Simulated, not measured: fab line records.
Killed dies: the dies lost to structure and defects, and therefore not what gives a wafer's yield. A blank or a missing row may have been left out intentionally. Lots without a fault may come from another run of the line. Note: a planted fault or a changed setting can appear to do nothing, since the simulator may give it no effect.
Chamber matching | flow nand-harc | rie-si-04 running NHARC_P_STI_ETCH_15: 4 sister chambers
The step etches the open film in HBr/Cl2, target depth 300 nm, time 100.1 s. 4 wafers are shown with their chamber, then 9 later ones without.

== EACH WAFER AND ITS CHAMBER ==
wafer  | chamber | drypump-motor-current-A (A)
L089.2 | 1       | 5.5
L089.4 | 2       | 5.0
L091.4 | 3       | 5.2
L091.5 | 0       | 5.7

== WAFERS MISSING THEIR CHAMBER ==
wafer  | drypump-motor-current-A (A)
L094.1 | 5.2
L094.3 | 5.0
L094.6 | 5.0
L095.1 | 5.7
L095.4 | 5.0
L095.5 | 5.3
L096.2 | 5.0
L096.4 | 5.7
L096.5 | 5.7

== EACH ONE'S CHAMBER ==
wafer  | from the rows above | in truth
L094.1 | 3                   | 3
L094.3 | 2                   | 2
L094.6 | 2                   | 2
L095.1 | 0                   | 0
L095.4 | 2                   | 2
L095.5 | 3                   | 3
L096.2 | 2                   | 2
L096.4 | 0                   | 0
L096.5 | 0                   | 0
Placed correctly: 9 of 9. From these rows, 0 cannot be placed. Placed wrongly: 0.
How it was worked out, from the rows above alone: a wafer's distance from a chamber is the root of the sum, over the readings, of the square of ((its reading less the chamber's mean) divided by the reading's scatter). The wafer belongs to the nearest chamber; if the next one is less than 2 further off, it can't be placed. A chamber's mean is the mean of its shown wafers. The scatter: with one shown wafer a chamber, the root of the mean of the squares of how far each hidden wafer lies from its nearest shown one.
